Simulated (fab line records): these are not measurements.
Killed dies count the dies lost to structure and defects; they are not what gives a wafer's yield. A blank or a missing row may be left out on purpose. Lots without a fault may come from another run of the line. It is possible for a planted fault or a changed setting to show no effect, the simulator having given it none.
What tool caused it? ; flow n5 finfet ; 10 lots, 27 wafers sampled, at 5 steps of a route of 1938

## WHAT THE GAUGES READ, wafer by wafer
N5_BEOL_M0_RS_MEAS_126: measurement is done with a four-point probe. Usual: M0_RS 0.529 ohm/sq, standard deviation 0.016.
lot;measured;on;M0_RS (ohm/sq);flag
L969;day 6 10:44;film metro-02;0.516 0.518 0.515;
L971;day 6 15:29;film metro-02;0.521 0.532 0.523;
L972;day 6 22:10;film metro-01;0.504 0.523 0.505;
L973;day 7 08:19;film metro-02;0.527 0.545 0.537;
L980;day 9 03:01;film metro-02;0.533 0.524;
L983;day 10 00:06;film metro-02;0.515 0.543;
L985;day 10 09:26;film metro-01;0.544 0.531;
L988;day 10 16:53;film metro-01;0.518 0.524 0.506;
L987;day 10 20:21;film metro-01;0.495 0.500 0.511;
L990;day 11 14:28;film metro-02;0.519 0.506 0.526;

N5_BEOL_M1_CD_MEAS_11: target cd 17.05 nm. Usual: cd nm 17.03 nm, standard deviation 0.23.
lot;measured;on;cd nm (nm);flag
L969;day 6 12:26;cd sem-02;17.07 17.16 17.25;
L971;day 6 16:40;cd sem-03;17.41 16.70 16.97;
L972;day 6 23:12;cd sem-01;17.16 17.23 17.32;
L973;day 7 11:17;cd sem-02;16.59 16.98 17.00;
L980;day 9 04:39;cd sem-03;17.00 17.00;
L983;day 10 00:55;cd sem-03;17.08 17.04;
L985;day 10 10:41;cd sem-02;16.68 16.73;
L988;day 10 17:41;cd sem-01;17.28 16.89 17.38;
L987;day 10 23:42;cd sem-02;17.21 16.91 16.92;
L990;day 11 16:14;cd sem-02;17.12 17.36 16.89;

N5_BEOL_M4_RC_MEAS_101. Usual: DIBL_N 36.3 mV/V, standard deviation 1.1; DIBL_P 36.3 mV/V, standard deviation 1.4; IOFF_N 0.155 nA/um, standard deviation 0.019; IOFF_P 0.211 nA/um, standard deviation 0.027; ION_N 672 uA/um, standard deviation 8.5; ION_P 462 uA/um, standard deviation 5.8; SS_N 71.5 mV/dec, standard deviation 0.56; SS_P 73.3 mV/dec, standard deviation 0.52; VT_N 249.9 mV, standard deviation 2.5; VT_P -249.8 mV, standard deviation 2.8.
lot;measured;on;DIBL_N (mV/V);DIBL_P (mV/V);IOFF_N (nA/um);IOFF_P (nA/um);ION_N (uA/um);ION_P (uA/um);SS_N (mV/dec);SS_P (mV/dec);VT_N (mV);VT_P (mV);flag
L969;day 9 18:11;prober-01;37.5 37.8 35.0;38.2 39.5 35.7;0.185 0.200 0.143;0.238 0.248 0.190;676 675 670;460 459 463;71.3 73.1 71.3;74.3 74.2 73.0;247.9 245.3 250.0;-248.6 -248.1 -251.1;
L971;day 10 03:50;prober-01;35.0 35.6 36.1;36.1 37.4 37.8;0.126 0.148 0.149;0.198 0.235 0.227;669 679 668;459 473 458;70.9 71.3 71.5;72.1 73.1 72.3;255.9 248.9 251.6;-249.1 -247.1 -248.8;
L972;day 10 22:22;prober-01;37.2 36.5 35.9;37.1 36.6 35.2;0.172 0.161 0.140;0.244 0.243 0.227;676 672 669;472 467 469;71.9 71.8 71.0;73.9 73.0 72.7;248.4 247.0 252.1;-244.4 -247.3 -248.4;
L973;day 11 10:13;prober-01;36.3 34.8 36.3;36.4 33.7 35.6;0.166 0.135 0.171;0.199 0.167 0.199;684 677 691;462 463 465;71.2 71.3 71.8;73.6 72.6 73.6;248.7 252.9 248.2;-252.6 -251.8 -250.2;
L980;day 14 23:47;prober-01;34.7 36.8;33.6 35.7;0.137 0.175;0.184 0.211;666 667;458 453;70.4 71.2;72.8 73.8;250.3 248.7;-251.3 -250.6;
L983;day 17 07:28;prober-01;34.9 35.3;36.0 36.3;0.146 0.161;0.203 0.217;679 665;467 463;71.2 71.5;73.0 72.8;247.6 248.6;-249.4 -246.2;
L985;day 16 16:26;prober-01;36.7 35.7;36.6 35.8;0.178 0.158;0.231 0.221;688 690;471 471;71.6 71.9;74.1 73.8;243.7 247.6;-246.9 -246.9;
L988;day 17 06:04;prober-02;36.5 40.0 37.1;36.4 40.9 37.2;0.150 0.228 0.171;0.210 0.301 0.236;676 699 677;466 479 471;71.5 72.5 71.1;72.9 74.0 73.1;250.0 242.9 246.3;-250.0 -244.8 -247.0;
L987;day 17 07:20;prober-02;36.7 37.0 35.8;36.8 37.5 35.6;0.160 0.168 0.143;0.218 0.219 0.199;677 684 665;467 468 463;71.3 70.9 71.3;73.0 72.6 73.0;248.6 249.9 249.8;-247.3 -248.5 -250.6;
L990;day 17 17:07;prober-01;35.6 36.3 36.0;35.2 34.7 35.2;0.158 0.159 0.158;0.210 0.200 0.205;682 666 675;464 459 458;72.1 72.0 71.3;73.3 73.4 73.0;248.2 249.2 249.8;-248.4 -250.9 -249.2;

## WHAT TOOL EACH LOT RAN ON (gives the tool, then ch and the chambers of the sampled wafers, and finally the start)
lot;N5_BEOL_M1_ETCH_74;N5_BEOL_M1_ETCH_63
L969;rie diel-06 ch 0,2,3, day 6 12:36;rie diel-06 ch 0,2,3, day 6 12:37
L971;rie diel-06 ch 2,3, day 6 17:12;rie diel-06 ch 2,3, day 6 17:13
L972;rie diel-01 ch 2,3, day 6 23:25;rie diel-01 ch 2,3, day 6 23:25
L973;rie diel-03 ch 0,2,3, day 7 11:26;rie diel-03 ch 0,2,3, day 7 11:28
L980;rie diel-06 ch 1,3, day 9 04:51;rie diel-06 ch 1,3, day 9 04:52
L983;rie diel-06 ch 0,1, day 10 01:05;rie diel-06 ch 0,1, day 10 01:06
L985;rie diel-06 ch 0,2, day 10 10:51;rie diel-06 ch 0,2, day 10 10:52
L988;rie diel-01 ch 0,2,3, day 10 18:00;rie diel-01 ch 0,2,3, day 10 18:01
L987;rie diel-03 ch 1,2,3, day 10 23:52;rie diel-03 ch 1,2,3, day 10 23:53
L990;rie diel-03 ch 1,2, day 11 16:23;rie diel-03 ch 1,2, day 11 16:25
- N5_BEOL_M1_ETCH_74: etches underlayer in N2/H2, target depth 6.5 nm, time 5.2 s.
- N5_BEOL_M1_ETCH_63: etches SiARC in CF4, target depth 15.6 nm, time 26 s.

## WHAT THE TOOLS THEMSELVES READ (means of the sampled wafers that have a number; where no wafer has one, the mark that the record gives instead)
N5_BEOL_M1_ETCH_74. Usual: drypump motor current A 5.9 A, standard deviation 0.36; etch rf on time s 5.20 s, standard deviation 0.077; oes product au 0.69 a.u., standard deviation 0.071; rf vpp V 523.4 V, standard deviation 2.6; showerhead plenum p Torr 2.53 Torr, standard deviation 0.08; throttle valve pct 17.83 %, standard deviation 0.16.
lot;tool;drypump motor current A (A);etch rf on time s (s);oes product au (a.u.);rf vpp V (V);showerhead plenum p Torr (Torr);throttle valve pct (%);flag
L969;rie diel-06;5.9;5.23;0.65;524.6;2.55;17.76;
L971;rie diel-06;5.6;5.21;0.66;522.4;2.52;17.71;
L972;rie diel-01;6.0;5.11;0.77;525.3;2.60;17.79;
L973;rie diel-03;6.0;5.20;0.72;522.9;2.51;17.77;
L980;rie diel-06;6.0;6.24;0.63;521.5;2.45;17.79;OFF
L983;rie diel-06;6.4;5.73;0.69;524.7;2.57;17.87;OFF
L985;rie diel-06;6.0;5.75;0.62;526.9;2.60;17.82;OFF
L988;rie diel-01;5.7;5.15;0.73;524.2;2.55;17.88;
L987;rie diel-03;5.8;5.17;0.65;524.0;2.55;17.73;
L990;rie diel-03;5.7;5.19;0.66;525.5;2.59;17.84;

N5_BEOL_M1_ETCH_63. Usual: drypump motor current A 5.9 A, standard deviation 0.36; etch rf on time s 25.9 s, standard deviation 0.4; oes product au 0.69 a.u., standard deviation 0.071; rf vpp V 184.0 V, standard deviation 1.1; showerhead plenum p Torr 2.13 Torr, standard deviation 0.064; throttle valve pct 15.57 %, standard deviation 0.13.
lot;tool;drypump motor current A (A);etch rf on time s (s);oes product au (a.u.);rf vpp V (V);showerhead plenum p Torr (Torr);throttle valve pct (%);flag
L969;rie diel-06;5.9;26.3;0.65;183.8;2.14;15.51;
L971;rie diel-06;5.6;25.7;0.67;184.3;2.12;15.50;
L972;rie diel-01;5.9;25.7;0.78;185.4;2.18;15.49;
L973;rie diel-03;6.0;25.7;0.73;183.7;2.12;15.52;
L980;rie diel-06;6.0;25.9;0.70;184.1;2.07;15.56;
L983;rie diel-06;6.3;26.1;0.72;183.7;2.17;15.60;
L985;rie diel-06;6.0;26.1;0.67;184.6;2.19;15.56;
L988;rie diel-01;5.7;25.8;0.73;184.7;2.15;15.60;
L987;rie diel-03;5.8;26.0;0.66;184.0;2.15;15.53;
L990;rie diel-03;5.7;26.0;0.66;184.8;2.18;15.58;

## THE ANSWER, worked out from the rows above alone
Rule: a lot is off if the mean of its wafers that have a number lies more than 3 standard deviations from the usual mean. A lot without any number at a reading at which 4 lots or more have one is off too. Any other lot the step has rows for is counted as sound. First the gauges in route order, then the tools' own readings, where a lot's mean is used as printed above. At the first step where some lot is off, the reading lying furthest off is the one used; lots without a number count as furthest.
Off: L980, L983, L985 (N5_BEOL_M1_ETCH_74, etch rf on time s).
If a tool, at that step or one of the process steps before it, ran each lot that is off and ran no sound lot following the first of them, it fits. One candidate fits, namely rie diel-06 at N5_BEOL_M1_ETCH_74. Its last sound lot is L971 (day 6 17:12), its first lot that is off L980 (day 9 04:51): a fault that began between those two fits.
The tool's own readings at N5_BEOL_M1_ETCH_74 bear it out: on the lots that are off they differ by more than 5 times the standard deviation of the sound lots' means. etch rf on time s reads 5.91 s there against 5.18 s on the sound lots.

## WHAT WAS PUT IN BY THE SIMULATOR
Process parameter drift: rie diel-06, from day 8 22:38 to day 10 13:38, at N5_BEOL_M1_ETCH_74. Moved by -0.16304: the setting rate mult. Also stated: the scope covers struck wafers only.
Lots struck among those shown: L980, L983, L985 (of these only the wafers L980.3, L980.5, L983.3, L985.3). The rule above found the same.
